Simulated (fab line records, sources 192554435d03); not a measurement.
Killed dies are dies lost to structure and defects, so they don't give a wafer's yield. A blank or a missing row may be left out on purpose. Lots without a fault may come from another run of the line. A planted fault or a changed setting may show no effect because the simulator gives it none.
Which tool did it? | flow n5_finfet | 11 lots, 31 wafers sampled, at 5 steps of a route of 1938

WHAT THE GAUGES READ, wafer by wafer
N5_BEOL_M1_INSPECT_59: inspects for defects (darkfield). Usual: raw_defect_count 74, standard deviation 24.
lot  | measured     | on                | raw_defect_count | flag
L591 | day 6 18:53  | defect_inspect-02 | 52 86 72         |
L592 | day 7 07:50  | defect_inspect-02 | 57 54 40         |
L595 | day 8 01:41  | defect_inspect-02 | 91 47 28         |
L597 | day 8 09:49  | defect_inspect-01 | 94 86 85         |
L601 | day 9 18:15  | defect_inspect-01 | 82 93 182        |
L602 | day 10 06:01 | defect_inspect-01 | 44 64 101        |
L607 | day 11 07:14 | defect_inspect-02 | 66 98            |
L608 | day 11 09:04 | defect_inspect-01 | 57 108           |
L610 | day 11 13:56 | defect_inspect-01 | 142 69 92        |
L611 | day 12 00:29 | defect_inspect-01 | 63 85 70         |
L612 | day 12 06:29 | defect_inspect-01 | 57 49 50         |

N5_BEOL_M4_RC_MEAS_101. Usual: DIBL_N 36.1 mV/V, standard deviation 2; DIBL_P 36.3 mV/V, standard deviation 2.4; IOFF_N 0.15 nA/um, standard deviation 0.035; IOFF_P 0.21 nA/um, standard deviation 0.039; ION_N 672 uA/um, standard deviation 15; ION_P 463 uA/um, standard deviation 9.7; SS_N 71.5 mV/dec, standard deviation 0.7; SS_P 73.2 mV/dec, standard deviation 0.75; VT_N 251 mV, standard deviation 3.6; VT_P -250 mV, standard deviation 3.8.
lot  | measured     | on        | DIBL_N (mV/V)  | DIBL_P (mV/V)  | IOFF_N (nA/um) | IOFF_P (nA/um) | ION_N (uA/um) | ION_P (uA/um) | SS_N (mV/dec)  | SS_P (mV/dec)  | VT_N (mV)   | VT_P (mV)      | flag
L591 | day 8 08:31  | prober-01 | 32.3 37.0 35.8 | 33.3 38.7 37.5 | 0.11 0.19 0.16 | 0.18 0.27 0.25 | 672 694 688   | 481 481 484   | 71.6 71.2 71.5 | 72.3 73.3 73.6 | 254 247 249 | -248 -245 -247 |
L592 | day 9 00:01  | prober-02 | 35.3 31.4 32.5 | 37.2 32.2 32.9 | 0.12 0.08 0.08 | 0.16 0.11 0.11 | 675 637 631   | 453 439 434   | 71.4 69.7 70.5 | 73.3 71.6 72.3 | 253 260 261 | -258 -262 -262 |
L595 | day 9 14:43  | prober-02 | 39.7 37.9 37.7 | 39.7 38.4 38.9 | 0.20 0.16 0.17 | 0.22 0.20 0.20 | 671 676 669   | 456 462 453   | 72.8 72.7 72.5 | 74.2 73.3 73.7 | 247 250 249 | -252 -257 -253 |
L597 | day 9 22:32  | prober-02 | 34.1 35.3 35.2 | 33.7 35.3 34.5 | 0.12 0.12 0.12 | 0.15 0.18 0.16 | 684 657 653   | 466 461 458   | 70.5 71.7 71.4 | 72.0 73.2 73.0 | 253 255 254 | -255 -255 -257 |
L601 | day 11 06:01 | prober-01 | 36.2 38.2 35.7 | 35.9 37.9 34.8 | 0.16 0.21 0.16 | 0.22 0.26 0.21 | 670 703 683   | 471 478 461   | 71.7 71.6 71.2 | 73.3 73.4 72.6 | 251 245 249 | -246 -245 -251 |
L602 | day 11 12:25 | prober-01 | 36.8 37.1 34.5 | 38.0 37.9 34.3 | 0.18 0.18 0.13 | 0.25 0.26 0.20 | 691 684 663   | 474 473 459   | 71.4 71.4 70.8 | 74.8 73.8 73.7 | 247 249 249 | -247 -247 -251 |
L607 | day 12 20:33 | prober-02 | 40.0 42.3      | 41.2 42.9      | 0.21 0.26      | 0.27 0.31      | 683 692       | 461 468       | 72.2 73.1      | 74.7 75.0      | 249 243     | -249 -245      |
L608 | day 12 20:45 | prober-01 | 36.2 37.4      | 37.2 38.7      | 0.15 0.18      | 0.19 0.21      | 660 691       | 455 469       | 71.9 71.7      | 73.4 73.3      | 251 248     | -253 -250      |
L610 | day 13 18:46 | prober-01 | 37.0 32.3 34.5 | 37.2 31.4 34.8 | 0.18 0.10 0.14 | 0.24 0.15 0.21 | 672 652 665   | 458 457 458   | 72.1 70.9 71.1 | 73.5 71.8 72.5 | 248 258 252 | -250 -254 -249 |
L611 | day 13 23:06 | prober-01 | 36.3 39.6 36.0 | 35.1 39.1 34.1 | 0.13 0.19 0.12 | 0.21 0.27 0.19 | 647 680 656   | 451 464 458   | 71.1 72.3 71.3 | 72.2 73.1 72.6 | 254 246 256 | -247 -248 -253 |
L612 | day 13 18:54 | prober-02 | 37.6 35.1 38.3 | 36.7 33.4 38.3 | 0.17 0.13 0.19 | 0.24 0.19 0.27 | 673 661 701   | 467 461 481   | 71.1 70.7 71.2 | 74.5 72.1 73.5 | 249 252 247 | -247 -249 -243 |

WHICH TOOL RAN EACH LOT (tool, then ch and the chambers of the sampled wafers, then the start)
lot  | N5_BEOL_M1_DEP_57               | N5_BEOL_M2_HM_DEP_02         | N5_BEOL_M2_COAT_05
L591 | pecvd-03 ch 1,2, day 6 18:48    | pvd_sputter-02, day 6 19:05  | litho_track-05 ch 0, day 6 19:13
L592 | pecvd-04 ch 0,1, day 7 07:44    | pvd_sputter-03, day 7 08:26  | litho_track-03 ch 0, day 7 08:34
L595 | pecvd-03 ch 0,1,2, day 8 01:36  | pvd_sputter-03, day 8 02:22  | litho_track-03 ch 0, day 8 02:30
L597 | pecvd-01 ch 0,1,2, day 8 09:43  | pvd_sputter-01, day 8 10:22  | litho_track-03 ch 0, day 8 10:29
L601 | pecvd-01 ch 0,2, day 9 18:08    | pvd_sputter-02, day 9 18:37  | litho_track-01 ch 0, day 9 18:46
L602 | pecvd-03 ch 0,1,2, day 10 05:56 | pvd_sputter-02, day 10 06:23 | litho_track-01 ch 0, day 10 06:31
L607 | pecvd-01 ch 1,2, day 11 07:08   | pvd_sputter-02, day 11 08:19 | litho_track-03 ch 0, day 11 08:28
L608 | pecvd-03 ch 0,1, day 11 08:59   | pvd_sputter-03, day 11 11:25 | litho_track-03 ch 0, day 11 11:34
L610 | pecvd-04 ch 1,2, day 11 13:50   | pvd_sputter-01, day 11 14:50 | litho_track-05 ch 0, day 11 14:58
L611 | pecvd-03 ch 0,2, day 12 00:22   | pvd_sputter-01, day 12 01:02 | litho_track-03 ch 0, day 12 01:10
L612 | pecvd-03 ch 0,1, day 12 06:23   | pvd_sputter-03, day 12 09:20 | litho_track-03 ch 0, day 12 09:28
- N5_BEOL_M1_DEP_57: deposits SiCN from 3MS/NH3, target thk 8 nm, time 14 s.
- N5_BEOL_M2_HM_DEP_02: deposits TiN, target thk 20 nm.
- N5_BEOL_M2_COAT_05: resist thk 30 nm.

WHAT THE TOOLS THEMSELVES READ (means of the sampled wafers that have a number; where no wafer has one, the mark that the record gives instead)
N5_BEOL_M1_DEP_57. Usual: showerhead_plenum_p_Torr 3.662 Torr, standard deviation 0.015; throttle_valve_pct 9.2 %, standard deviation 0.54.
lot  | tool     | showerhead_plenum_p_Torr (Torr) | throttle_valve_pct (%) | flag
L591 | pecvd-03 | 3.660                           | 9.0                    |
L592 | pecvd-04 | 3.661                           | 9.7                    |
L595 | pecvd-03 | 3.660                           | 9.3                    |
L597 | pecvd-01 | 3.665                           | 8.8                    |
L601 | pecvd-01 | 3.667                           | 8.7                    |
L602 | pecvd-03 | 3.658                           | 9.2                    |
L607 | pecvd-01 | 3.665                           | 8.9                    |
L608 | pecvd-03 | 3.649                           | 9.4                    |
L610 | pecvd-04 | 3.662                           | 9.0                    |
L611 | pecvd-03 | 3.669                           | 9.2                    |
L612 | pecvd-03 | 3.650                           | 9.7                    |

N5_BEOL_M2_HM_DEP_02. Usual: throttle_valve_pct 29.7 %, standard deviation 0.99.
lot  | tool           | throttle_valve_pct (%) | flag
L591 | pvd_sputter-02 | 29.5                   |
L592 | pvd_sputter-03 | 29.4                   |
L595 | pvd_sputter-03 | 29.3                   |
L597 | pvd_sputter-01 | 30.0                   |
L601 | pvd_sputter-02 | 28.9                   |
L602 | pvd_sputter-02 | 29.3                   |
L607 | pvd_sputter-02 | 28.7                   |
L608 | pvd_sputter-03 | 30.0                   |
L610 | pvd_sputter-01 | 31.2                   |
L611 | pvd_sputter-01 | 29.8                   |
L612 | pvd_sputter-03 | 29.4                   |

N5_BEOL_M2_COAT_05. Usual: dispense_pressure_kPa 52.4 kPa, standard deviation 1.6; spin_speed_rpm 1500.1 rpm, standard deviation 0.98.
lot  | tool           | dispense_pressure_kPa (kPa) | spin_speed_rpm (rpm) | flag
L591 | litho_track-05 | 55.7                        | 1500.3               |
L592 | litho_track-03 | 52.6                        | 1499.1               |
L595 | litho_track-03 | 52.6                        | 1547.8               | OFF
L597 | litho_track-03 | 52.6                        | 1547.8               | OFF
L601 | litho_track-01 | 51.0                        | 1500.3               |
L602 | litho_track-01 | 51.0                        | 1499.5               |
L607 | litho_track-03 | 52.6                        | 1498.5               |
L608 | litho_track-03 | 52.7                        | 1499.8               |
L610 | litho_track-05 | 55.7                        | 1501.2               |
L611 | litho_track-03 | 52.6                        | 1499.6               |
L612 | litho_track-03 | 52.6                        | 1500.1               |

THE ANSWER, worked out from the rows above alone
Rule: a lot is off if the mean of its wafers that have a number lies more than 3 standard deviations from the usual mean. A lot without any number at a reading at which 4 lots or more have one is off too. The other lots that the step has rows for count as sound. The gauges are gone through in route order, then the tools' own readings, and for those a lot's mean is taken as printed above. The first step at which some lot is off is used, and at that step the reading that is off furthest; a lot without a number counts as furthest.
Off: L595, L597, at N5_BEOL_M2_COAT_05 (spin_speed_rpm).
A tool fits if, at that step or a process step before it, it ran every lot that is off, and no sound lot after the first of them. None of those tried fits.

WHAT THE SIMULATOR HAD PUT IN
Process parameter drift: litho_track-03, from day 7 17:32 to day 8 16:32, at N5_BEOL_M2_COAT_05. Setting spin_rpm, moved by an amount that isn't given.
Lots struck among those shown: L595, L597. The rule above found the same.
